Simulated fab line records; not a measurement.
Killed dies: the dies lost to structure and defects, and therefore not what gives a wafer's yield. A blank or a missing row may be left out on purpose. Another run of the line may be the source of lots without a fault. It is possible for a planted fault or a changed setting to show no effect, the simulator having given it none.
Tool commonality check + flow n5-finfet + Sampled: 9 lots, 27 wafers

THE REASON FOR OPENING IT
At N5_BEOL_M4_RC_MEAS_101 the reading RS_PWELL is flagged on 2 of 9 lots. No-fault wafers: 3012 ohm/sq, standard deviation 23.
Rule: a lot is flagged when every wafer of it that has a number lies more than 4 standard deviations from that mean, or none has a number. All remaining lots are regarded as sound.

| lot  | measured     | on        | RS_PWELL (ohm/sq), wafer by wafer | flag    |
|------|--------------|-----------|-----------------------------------|---------|
| L832 | day 7 19:21  | prober-02 | 2995 3026 2994                    |         |
| L835 | day 8 20:26  | prober-01 | 2992 2997 3012                    |         |
| L836 | day 8 20:35  | prober-02 | 3013 3015 3020                    |         |
| L839 | day 10 05:40 | prober-02 | 3001 3009 2986                    |         |
| L842 | day 11 11:34 | prober-01 | 3812 3868 3808                    | FLAGGED |
| L844 | day 11 13:14 | prober-02 | 3818 3882 3828                    | FLAGGED |
| L847 | day 11 18:13 | prober-01 | 2993 2995 3007                    |         |
| L851 | day 13 00:09 | prober-02 | 3022 3018 3042                    |         |
| L854 | day 14 00:07 | prober-02 | 2990 3005 2987                    |         |
The mean of the flagged lots' numbers is 3836 ohm/sq, +824 ohm/sq from the usual (+36 standard deviations).

TOOL THAT RAN EACH LOT
Before the reading, the record contains 3 process steps out of a 1938-step route. Cell contents, in order: the tool; ch with the chambers the sampled wafers went through; the start.
| lot  | flag    | N5_WELL_APT_DESCUM_30             | N5_WELL_APT_IMPLANT_31         | N5_PMOS_HMC_CHANNEL_EPI_HM_DEP_34 |
|------|---------|-----------------------------------|--------------------------------|-----------------------------------|
| L832 |         | rie-diel-03 ch 2,3, day 1 15:16   | implanter-02 ch 0, day 1 15:22 | pecvd-01 ch 0,1,2, day 1 16:56    |
| L835 |         | rie-diel-03 ch 1,2, day 2 08:55   | implanter-02 ch 0, day 2 09:01 | pecvd-04 ch 0,1,2, day 2 10:41    |
| L836 |         | rie-diel-01 ch 1,3, day 2 14:59   | implanter-02 ch 0, day 2 15:07 | pecvd-01 ch 0,1, day 2 16:41      |
| L839 |         | rie-diel-01 ch 0,1,2, day 3 09:35 | implanter-02 ch 0, day 3 09:41 | pecvd-04 ch 0,2, day 3 11:28      |
| L842 | FLAGGED | rie-diel-05 ch 1,2, day 4 03:16   | implanter-02 ch 0, day 4 03:23 | pecvd-04 ch 0,1, day 4 04:57      |
| L844 | FLAGGED | rie-diel-01 ch 0,1,3, day 4 15:10 | implanter-02 ch 0, day 4 15:16 | pecvd-01 ch 0,1,2, day 4 17:10    |
| L847 |         | rie-diel-05 ch 1,2, day 5 08:55   | implanter-01 ch 0, day 5 09:02 | pecvd-01 ch 0,1,2, day 5 10:38    |
| L851 |         | rie-diel-01 ch 0,1,3, day 6 09:43 | implanter-01 ch 0, day 6 09:52 | pecvd-04 ch 1,2, day 6 11:23      |
| L854 |         | rie-diel-01 ch 1,2, day 7 03:26   | implanter-01 ch 0, day 7 03:34 | pecvd-04 ch 0,1, day 7 05:07      |
These steps, and what they do:
- N5_WELL_APT_DESCUM_30: chemistry O2, time 7.9 s.
- N5_WELL_APT_IMPLANT_31
- N5_PMOS_HMC_CHANNEL_EPI_HM_DEP_34: deposits SiO2 from TEOS/O2, target thk 36 nm, time 6.9 s.
- N5_BEOL_M4_RC_MEAS_101

FLAGGED OVER TOTAL, TOOL BY TOOL (the gauges that took the reading come last)
| step                              | tool         | lots run | flagged | share of the flagged lots | sound lots run after its first flagged lot |
|-----------------------------------|--------------|----------|---------|---------------------------|--------------------------------------------|
| N5_WELL_APT_DESCUM_30             | rie-diel-01  | 5        | 1       | some                      | 2 (L851,L854)                              |
| N5_WELL_APT_DESCUM_30             | rie-diel-03  | 2        | 0       | none                      | -                                          |
| N5_WELL_APT_DESCUM_30             | rie-diel-05  | 2        | 1       | some                      | 1 (L847)                                   |
| N5_WELL_APT_IMPLANT_31            | implanter-01 | 3        | 0       | none                      | -                                          |
| N5_WELL_APT_IMPLANT_31            | implanter-02 | 6        | 2       | all                       | 0                                          |
| N5_PMOS_HMC_CHANNEL_EPI_HM_DEP_34 | pecvd-01     | 4        | 1       | some                      | 1 (L847)                                   |
| N5_PMOS_HMC_CHANNEL_EPI_HM_DEP_34 | pecvd-04     | 5        | 1       | some                      | 2 (L851,L854)                              |
| N5_BEOL_M4_RC_MEAS_101            | prober-01    | 3        | 1       | some                      | 1 (L847)                                   |
| N5_BEOL_M4_RC_MEAS_101            | prober-02    | 6        | 1       | some                      | 2 (L851,L854)                              |

WHAT IS ALLOWED BY THE TABLE
All flagged lots share 1 row of the table, namely implanter-02 at N5_WELL_APT_IMPLANT_31.
- implanter-02 at N5_WELL_APT_IMPLANT_31 ran 6 lots, 2 of them flagged. It ran its last sound lot, L839, at day 3 09:41 and its first flagged lot, L842, at day 4 03:23: a fault with its onset between the two fits. Its own readings lie more than 4 standard deviations out on every wafer of the flagged lots: dose-ions-cm2, faraday-current-uA.
One tool is left: implanter-02 at N5_WELL_APT_IMPLANT_31.

WHAT THE SIMULATOR PUT IN
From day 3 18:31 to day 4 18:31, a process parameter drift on implanter-02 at N5_WELL_APT_IMPLANT_31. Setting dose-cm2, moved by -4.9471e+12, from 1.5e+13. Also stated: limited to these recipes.
Shown lots that were struck: L842, L844. The rule above found the same.
